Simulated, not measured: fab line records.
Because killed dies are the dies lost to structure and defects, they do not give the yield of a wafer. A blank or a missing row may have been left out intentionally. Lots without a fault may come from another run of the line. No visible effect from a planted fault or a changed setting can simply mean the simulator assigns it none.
Comparing a struck lot with a sound one :: flow n5-finfet :: 14 steps out of a route of 1938
Sound: the wafers L655.1, L655.4, L655.6. Struck: wafers L659.1, L659.4. (L659.5 of the same lot was not struck and is left out.) The cause comes at the end.
At each step with rows: each side's tool, then ch and its chambers, then its first start. Under that, the readings that differ: sound wafers :: struck wafers :: difference of the means :: sigmas: that difference in standard deviations of wafers without a fault.
alike: words and numbers the same on both sides, and readings whose means are apart by under 2 such deviations; not compared: readings that were withheld, readings missing a value for some wafer, numbers with overlapping values and no deviation given by the record, and bounds like >300 which may hide the same value.
Wherever a step has rows on one side only, a row that says differs or no value, or a row with sigmas, the two part there. Numbers that have no deviation but don't overlap get no sigmas and don't part them. A reading that every wafer of one side lacks parts them only if that side has two wafers or more.

first, 4 steps without rows for these wafers: N5_BEOL_M8_SOFTBAKE_06 (time 60 s); N5_BEOL_M8_EXPOSE_08 (exposes mask M8); N5_BEOL_M8_PEB_09 (peb time 60 s); N5_BEOL_M8_DEVELOP_10 (develop time 30 s).
N5_BEOL_M8_CD_MEAS_11: the cd target is 38.5 nm.
  sound on cd-sem-03 ch 0, day 9 13:52; struck on cd-sem-03 ch 0, day 10 08:35
  alike: cd-nm
N5_BEOL_M8_OVL_MEAS_12:
  sound on overlay-01 ch 0, day 9 13:54; struck on overlay-02 ch 0, day 10 08:37
  alike: M8_OVL
N5_BEOL_M8_INSPECT_13: inspects for defects (brightfield).
  sound: defect-inspect-02 at day 9 13:55; struck: defect-inspect-02 at day 10 08:38
  alike: raw-defect-count
N5_BEOL_M8_DESCUM_16: chemistry O2, time 7.9 s.
  sound on rie-diel-03 ch 0,1,2, day 9 13:58; struck on rie-diel-06 ch 0,2, day 10 08:59
  alike: drypump-motor-current-A, oes-product-au, rf-vpp-V, showerhead-plenum-p-Torr, throttle-valve-pct
  not compared: rf-hours-counter-h
N5_BEOL_M8_ETCH_61: etches SiARC in CF4, target depth 45.5 nm, time 75.8 s.
  sound on rie-diel-03 ch 0,1,2, day 9 13:59; struck on rie-diel-06 ch 0,2, day 10 09:01
reading: rf-vpp-V (V)
sound: 183.5 184.2 184.5
struck: 187.5 185.5
difference: +2.4
sigmas: +2
  alike: drypump-motor-current-A, etch-rf-on-time-s, oes-product-au, showerhead-plenum-p-Torr, throttle-valve-pct
  not compared: rf-hours-counter-h
N5_BEOL_M8_ETCH_62: etches SOC in N2/H2, target depth 110 nm, overetch 22 nm, time 165 s.
  sound on rie-diel-03 ch 0,1,2, day 9 14:03; struck on rie-diel-06 ch 0,2, day 10 09:04
  alike: drypump-motor-current-A, n2-flow-sccm, oes-product-au, rf-vpp-V, showerhead-plenum-p-Torr, throttle-valve-pct
  not compared: rf-hours-counter-h
then, 1 step without rows for these wafers: N5_BEOL_M8_STRIP_68 (strips in N2/H2).
N5_BEOL_M8_STRIP_67: strips in CF4.
  sound on rie-diel-03 ch 0,1,2, day 9 14:12; struck on rie-diel-06 ch 0,2, day 10 09:13
  alike: drypump-motor-current-A, oes-product-au, rf-vpp-V, showerhead-plenum-p-Torr, throttle-valve-pct
  not compared: rf-hours-counter-h
N5_BEOL_M8_HM_OPEN_17: chemistry Cl2/BCl3, target TiN, target depth 20 nm, overetch 6 nm.
  sound on rie-metal-02 ch 0, day 9 14:14; struck on rie-metal-03 ch 1, day 10 09:15
reading: throttle-valve-pct (%)
sound: 21.46 21.47 21.45
struck: 22.14 22.15
difference: +0.68
sigmas: +2

reading: model.SOC_of_BEOL_M8_COAT_59.thk-nm (nm)
sound: 92.2 92.4 92
struck: 88.2 88
difference: -4.1
sigmas: 
  alike: drypump-motor-current-A, he-backside-leak-sccm, oes-product-au
  not compared: rf-hours-counter-h
N5_BEOL_M8_STRIP_19: strips in O2.
  sound on rie-diel-02 ch 0,1, day 9 14:26; struck on rie-diel-02 ch 2,3, day 10 09:30
  alike: drypump-motor-current-A, oes-product-au, rf-vpp-V, showerhead-plenum-p-Torr, throttle-valve-pct
  not compared: rf-hours-counter-h

== WHERE THEY PART ==
Last at N5_BEOL_M8_HM_OPEN_17 as far as this record goes, first at N5_BEOL_M8_ETCH_61. Later steps at which nothing parts them and some readings are alike: N5_BEOL_M8_STRIP_19.

WHY: what the simulator had put in
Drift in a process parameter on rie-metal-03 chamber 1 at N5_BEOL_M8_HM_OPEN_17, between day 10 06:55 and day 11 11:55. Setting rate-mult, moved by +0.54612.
